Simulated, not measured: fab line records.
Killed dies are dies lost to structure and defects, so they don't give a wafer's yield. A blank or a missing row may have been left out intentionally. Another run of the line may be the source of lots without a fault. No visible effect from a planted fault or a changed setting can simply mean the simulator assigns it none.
Which tool was responsible? || flow nand harc || 12 lots, 36 wafers sampled, at 6 steps of a route of 1159

== WHAT THE GAUGES SHOWED, per wafer ==
NHARC_A_WL_FILL_INSPECT_15.
{"lot": "L634", "measured": "day 16 03:02", "on": "defect inspect-01", "raw defect count": "429 524 441"}
{"lot": "L635", "measured": "day 16 01:08", "on": "defect inspect-01", "raw defect count": "731 430 386"}
{"lot": "L637", "measured": "day 16 16:20", "on": "defect inspect-02", "raw defect count": "415 467 384"}
{"lot": "L638", "measured": "day 17 01:55", "on": "defect inspect-01", "raw defect count": "294 310 230"}
{"lot": "L646", "measured": "day 19 03:22", "on": "defect inspect-02", "raw defect count": "2416 2323 2262"}
{"lot": "L649", "measured": "day 19 12:33", "on": "defect inspect-02", "raw defect count": "2310 2178 2241"}
{"lot": "L651", "measured": "day 19 23:04", "on": "defect inspect-02", "raw defect count": "300 491 280"}
{"lot": "L653", "measured": "day 20 12:58", "on": "defect inspect-02", "raw defect count": "477 319 389"}
{"lot": "L652", "measured": "day 20 13:25", "on": "defect inspect-02", "raw defect count": "356 292 397"}
{"lot": "L654", "measured": "day 21 01:55", "on": "defect inspect-01", "raw defect count": "624 370 428"}
{"lot": "L655", "measured": "day 22 09:37", "on": "defect inspect-02", "raw defect count": "445 329 229"}
{"lot": "L656", "measured": "day 22 11:10", "on": "defect inspect-02", "raw defect count": "291 303 377"}

NHARC_END_SORT_01.
{"lot": "L646", "measured": "day 22 06:47", "on": "prober-02", "killed at array": "674 676 676", "killed at other": "0 0 0", "killed at periphery": "3 1 1", "killed dies": "677 677 677", "killed open": "2 3 2", "killed short": "1 2 1"}
{"lot": "L649", "measured": "day 22 14:40", "on": "prober-01", "killed at array": "673 675 674", "killed at other": "0 0 0", "killed at periphery": "4 2 3", "killed dies": "677 677 677", "killed open": "2 1 3", "killed short": "2 3 0"}

== TOOL THAT RAN EACH LOT (tool first, then ch and the chambers of the sampled wafers, then the start) ==
{"lot": "L634", "NHARC_A_WL_FILL_CVD_03": "cvd w-02 ch 0,1, day 15 00:46", "NHARC_A_WL_FILL_STRIP_27": "plasma asher-01 ch 0,1, day 15 03:33", "NHARC_A_WL_FILL_CMP_12": "cmp-01 ch 0,3, day 16 02:35", "NHARC_A_CONTACT_ETCH_112": "har cap etch-03 ch 0,1, day 16 09:08"}
{"lot": "L635", "NHARC_A_WL_FILL_CVD_03": "cvd w-02 ch 1, day 15 02:38", "NHARC_A_WL_FILL_STRIP_27": "plasma asher-01 ch 0,1, day 15 06:18", "NHARC_A_WL_FILL_CMP_12": "cmp-01 ch 1,2,3, day 16 00:40", "NHARC_A_CONTACT_ETCH_112": "har cap etch-02 ch 0,1, day 16 08:24"}
{"lot": "L637", "NHARC_A_WL_FILL_CVD_03": "cvd w-02 ch 1, day 15 13:34", "NHARC_A_WL_FILL_STRIP_27": "plasma asher-02 ch 0,1, day 15 17:16", "NHARC_A_WL_FILL_CMP_12": "cmp-04 ch 0,3, day 16 15:53", "NHARC_A_CONTACT_ETCH_112": "har cap etch-03 ch 1, day 16 21:30"}
{"lot": "L638", "NHARC_A_WL_FILL_CVD_03": "cvd w-01 ch 0,1, day 15 18:44", "NHARC_A_WL_FILL_STRIP_27": "plasma asher-01 ch 0,1, day 15 22:31", "NHARC_A_WL_FILL_CMP_12": "cmp-01 ch 0,2,3, day 17 01:26", "NHARC_A_CONTACT_ETCH_112": "har cap etch-03 ch 0,1, day 17 07:37"}
{"lot": "L646", "NHARC_A_WL_FILL_CVD_03": "cvd w-01 ch 0,1, day 17 20:42", "NHARC_A_WL_FILL_STRIP_27": "plasma asher-02 ch 0,1, day 17 23:54", "NHARC_A_WL_FILL_CMP_12": "cmp-01 ch 0,2, day 19 02:55", "NHARC_A_CONTACT_ETCH_112": "-"}
{"lot": "L649", "NHARC_A_WL_FILL_CVD_03": "cvd w-01 ch 0,1, day 18 12:59", "NHARC_A_WL_FILL_STRIP_27": "plasma asher-01 ch 0,1, day 18 15:21", "NHARC_A_WL_FILL_CMP_12": "cmp-01 ch 0,2,3, day 19 12:07", "NHARC_A_CONTACT_ETCH_112": "-"}
{"lot": "L651", "NHARC_A_WL_FILL_CVD_03": "cvd w-02 ch 0,1, day 18 23:07", "NHARC_A_WL_FILL_STRIP_27": "plasma asher-02 ch 0,1, day 19 01:55", "NHARC_A_WL_FILL_CMP_12": "cmp-01 ch 1,2, day 19 22:34", "NHARC_A_CONTACT_ETCH_112": "har cap etch-02 ch 0,1, day 20 04:24"}
{"lot": "L653", "NHARC_A_WL_FILL_CVD_03": "cvd w-01 ch 1, day 19 11:53", "NHARC_A_WL_FILL_STRIP_27": "plasma asher-02 ch 0,1, day 19 15:37", "NHARC_A_WL_FILL_CMP_12": "cmp-04 ch 0,3, day 20 12:29", "NHARC_A_CONTACT_ETCH_112": "har cap etch-01 ch 0,1, day 20 18:36"}
{"lot": "L652", "NHARC_A_WL_FILL_CVD_03": "cvd w-02 ch 0,1, day 19 13:01", "NHARC_A_WL_FILL_STRIP_27": "plasma asher-01 ch 0,1, day 19 15:49", "NHARC_A_WL_FILL_CMP_12": "cmp-01 ch 0,1,2, day 20 13:00", "NHARC_A_CONTACT_ETCH_112": "har cap etch-03 ch 0,1, day 20 19:32"}
{"lot": "L654", "NHARC_A_WL_FILL_CVD_03": "cvd w-01 ch 0,1, day 19 22:44", "NHARC_A_WL_FILL_STRIP_27": "plasma asher-02 ch 0,1, day 20 01:57", "NHARC_A_WL_FILL_CMP_12": "cmp-04 ch 1,2,3, day 21 01:27", "NHARC_A_CONTACT_ETCH_112": "har cap etch-02 ch 0,1, day 21 09:25"}
{"lot": "L655", "NHARC_A_WL_FILL_CVD_03": "cvd w-02 ch 0,1, day 21 05:30", "NHARC_A_WL_FILL_STRIP_27": "plasma asher-02 ch 0,1, day 21 08:43", "NHARC_A_WL_FILL_CMP_12": "cmp-01 ch 0,3, day 22 09:10", "NHARC_A_CONTACT_ETCH_112": "har cap etch-02 ch 0,1, day 22 14:58"}
{"lot": "L656", "NHARC_A_WL_FILL_CVD_03": "cvd w-02 ch 0, day 21 07:50", "NHARC_A_WL_FILL_STRIP_27": "plasma asher-02 ch 0,1, day 21 11:52", "NHARC_A_WL_FILL_CMP_12": "cmp-04 ch 1,2, day 22 10:41", "NHARC_A_CONTACT_ETCH_112": "har cap etch-02 ch 0,1, day 22 19:07"}
- NHARC_A_WL_FILL_CVD_03: deposits W, target thk 40 nm, time 3302 s.
- NHARC_A_WL_FILL_STRIP_27: strips in N2/H2, time 20 s.
- NHARC_A_WL_FILL_CMP_12: polishes, t overpolish 30 s, target thk 75 nm.
- NHARC_A_CONTACT_ETCH_112: etches the open film in C4F8/O2/Ar, time 94 s, target depth 922 nm.

== WHAT THE TOOLS THEMSELVES READ (means of the sampled wafers that have a number; where no wafer has one, the mark that the record gives instead) ==
NHARC_A_WL_FILL_CVD_03.
{"lot": "L634", "tool": "cvd w-02", "heater power w (W)": 498, "throttle valve pct (%)": 8.0}
{"lot": "L635", "tool": "cvd w-02", "heater power w (W)": 436, "throttle valve pct (%)": 8.4}
{"lot": "L637", "tool": "cvd w-02", "heater power w (W)": 428, "throttle valve pct (%)": 8.4}
{"lot": "L638", "tool": "cvd w-01", "heater power w (W)": 456, "throttle valve pct (%)": 7.9}
{"lot": "L646", "tool": "cvd w-01", "heater power w (W)": 495, "throttle valve pct (%)": 8.2}
{"lot": "L649", "tool": "cvd w-01", "heater power w (W)": 465, "throttle valve pct (%)": 8.2}
{"lot": "L651", "tool": "cvd w-02", "heater power w (W)": 504, "throttle valve pct (%)": 7.8}
{"lot": "L653", "tool": "cvd w-01", "heater power w (W)": 527, "throttle valve pct (%)": 8.5}
{"lot": "L652", "tool": "cvd w-02", "heater power w (W)": 478, "throttle valve pct (%)": 8.0}
{"lot": "L654", "tool": "cvd w-01", "heater power w (W)": 461, "throttle valve pct (%)": 8.1}
{"lot": "L655", "tool": "cvd w-02", "heater power w (W)": 514, "throttle valve pct (%)": 7.7}
{"lot": "L656", "tool": "cvd w-02", "heater power w (W)": 549, "throttle valve pct (%)": 7.5}

NHARC_A_WL_FILL_STRIP_27.
{"lot": "L634", "tool": "plasma asher-01", "drypump motor current A (A)": 5.74, "heater power w (W)": 335}
{"lot": "L635", "tool": "plasma asher-01", "drypump motor current A (A)": 5.75, "heater power w (W)": 353}
{"lot": "L637", "tool": "plasma asher-02", "drypump motor current A (A)": 5.79, "heater power w (W)": 315}
{"lot": "L638", "tool": "plasma asher-01", "drypump motor current A (A)": 5.78, "heater power w (W)": 350}
{"lot": "L646", "tool": "plasma asher-02", "drypump motor current A (A)": 5.81, "heater power w (W)": 322}
{"lot": "L649", "tool": "plasma asher-01", "drypump motor current A (A)": 5.73, "heater power w (W)": 355}
{"lot": "L651", "tool": "plasma asher-02", "drypump motor current A (A)": 5.75, "heater power w (W)": 339}
{"lot": "L653", "tool": "plasma asher-02", "drypump motor current A (A)": 5.75, "heater power w (W)": 339}
{"lot": "L652", "tool": "plasma asher-01", "drypump motor current A (A)": 5.74, "heater power w (W)": 328}
{"lot": "L654", "tool": "plasma asher-02", "drypump motor current A (A)": 5.74, "heater power w (W)": 336}
{"lot": "L655", "tool": "plasma asher-02", "drypump motor current A (A)": 5.82, "heater power w (W)": 320}
{"lot": "L656", "tool": "plasma asher-02", "drypump motor current A (A)": 5.76, "heater power w (W)": 336}

NHARC_A_WL_FILL_CMP_12.
{"lot": "L634", "tool": "cmp-01", "edge zone pressure frac": 1.000, "motor current A (A)": 12.0, "overpolish run s (s)": 29.997, "time to endpoint s (s)": 15.1}
{"lot": "L635", "tool": "cmp-01", "edge zone pressure frac": 0.996, "motor current A (A)": 11.6, "overpolish run s (s)": 30.007, "time to endpoint s (s)": 14.5}
{"lot": "L637", "tool": "cmp-04", "edge zone pressure frac": 0.999, "motor current A (A)": 11.9, "overpolish run s (s)": 29.995, "time to endpoint s (s)": 14.2}
{"lot": "L638", "tool": "cmp-01", "edge zone pressure frac": 1.005, "motor current A (A)": 12.1, "overpolish run s (s)": 29.993, "time to endpoint s (s)": 13.1}
{"lot": "L646", "tool": "cmp-01", "edge zone pressure frac": "-", "motor current A (A)": "-", "overpolish run s (s)": "-", "time to endpoint s (s)": "-"}
{"lot": "L649", "tool": "cmp-01", "edge zone pressure frac": "-", "motor current A (A)": "-", "overpolish run s (s)": "-", "time to endpoint s (s)": "-"}
{"lot": "L651", "tool": "cmp-01", "edge zone pressure frac": 0.998, "motor current A (A)": 11.4, "overpolish run s (s)": 30.000, "time to endpoint s (s)": 10.9}
{"lot": "L653", "tool": "cmp-04", "edge zone pressure frac": 0.993, "motor current A (A)": 13.5, "overpolish run s (s)": 30.006, "time to endpoint s (s)": 13.5}
{"lot": "L652", "tool": "cmp-01", "edge zone pressure frac": 0.997, "motor current A (A)": 11.1, "overpolish run s (s)": 29.998, "time to endpoint s (s)": 14.4}
{"lot": "L654", "tool": "cmp-04", "edge zone pressure frac": 1.002, "motor current A (A)": 11.0, "overpolish run s (s)": 30.002, "time to endpoint s (s)": 15.2}
{"lot": "L655", "tool": "cmp-01", "edge zone pressure frac": 1.006, "motor current A (A)": 12.0, "overpolish run s (s)": 29.997, "time to endpoint s (s)": 16.3}
{"lot": "L656", "tool": "cmp-04", "edge zone pressure frac": 0.998, "motor current A (A)": 12.0, "overpolish run s (s)": 30.001, "time to endpoint s (s)": 14.5}

NHARC_A_CONTACT_ETCH_112.
{"lot": "L634", "tool": "har cap etch-03", "oes air line au (a.u.)": 0.999}
{"lot": "L635", "tool": "har cap etch-02", "oes air line au (a.u.)": 0.998}
{"lot": "L637", "tool": "har cap etch-03", "oes air line au (a.u.)": 1.014}
{"lot": "L638", "tool": "har cap etch-03", "oes air line au (a.u.)": 1.009}
{"lot": "L651", "tool": "har cap etch-02", "oes air line au (a.u.)": 0.975}
{"lot": "L653", "tool": "har cap etch-01", "oes air line au (a.u.)": 1.000}
{"lot": "L652", "tool": "har cap etch-03", "oes air line au (a.u.)": 0.987}
{"lot": "L654", "tool": "har cap etch-02", "oes air line au (a.u.)": 1.027}
{"lot": "L655", "tool": "har cap etch-02", "oes air line au (a.u.)": 0.997}
{"lot": "L656", "tool": "har cap etch-02", "oes air line au (a.u.)": 0.998}

== THE ANSWER, worked out from the rows above alone ==
Rule: the usual values come from the lots themselves. Put in order of their means at a reading, lots are off if they are a third of the lots or fewer, leave a main group of 4 or more, and stand apart from it by a gap of 3 or more times the standard deviation of the main group's means; of several such gaps the widest counts. If all means in a main group match to the digits the tables above print for the reading, that group is not used. A lot without any number at a reading at which 4 lots or more have one is off too. Any other lot the step has rows for is counted as sound. After the gauges, taken in route order, come the tools' own readings; for these a lot's mean is taken, as printed above. At the first step where some lot is off, the reading lying furthest off is the one used; lots without a number count as furthest.
Off, at NHARC_A_WL_FILL_INSPECT_15 on raw defect count: L646, L649. For the main group the mean is 391 and the standard deviation 72.
If a tool, at a process step before that reading, ran all the lots that are off and no sound lot after the first of them, it fits. The gauges at NHARC_A_WL_FILL_INSPECT_15 aren't tried: what is off there is off at NHARC_A_WL_FILL_CMP_12 too, on other tools, and a gauge's error can't cause that. Of those tried, none fits.

== WHAT THE SIMULATOR HAD INSERTED ==
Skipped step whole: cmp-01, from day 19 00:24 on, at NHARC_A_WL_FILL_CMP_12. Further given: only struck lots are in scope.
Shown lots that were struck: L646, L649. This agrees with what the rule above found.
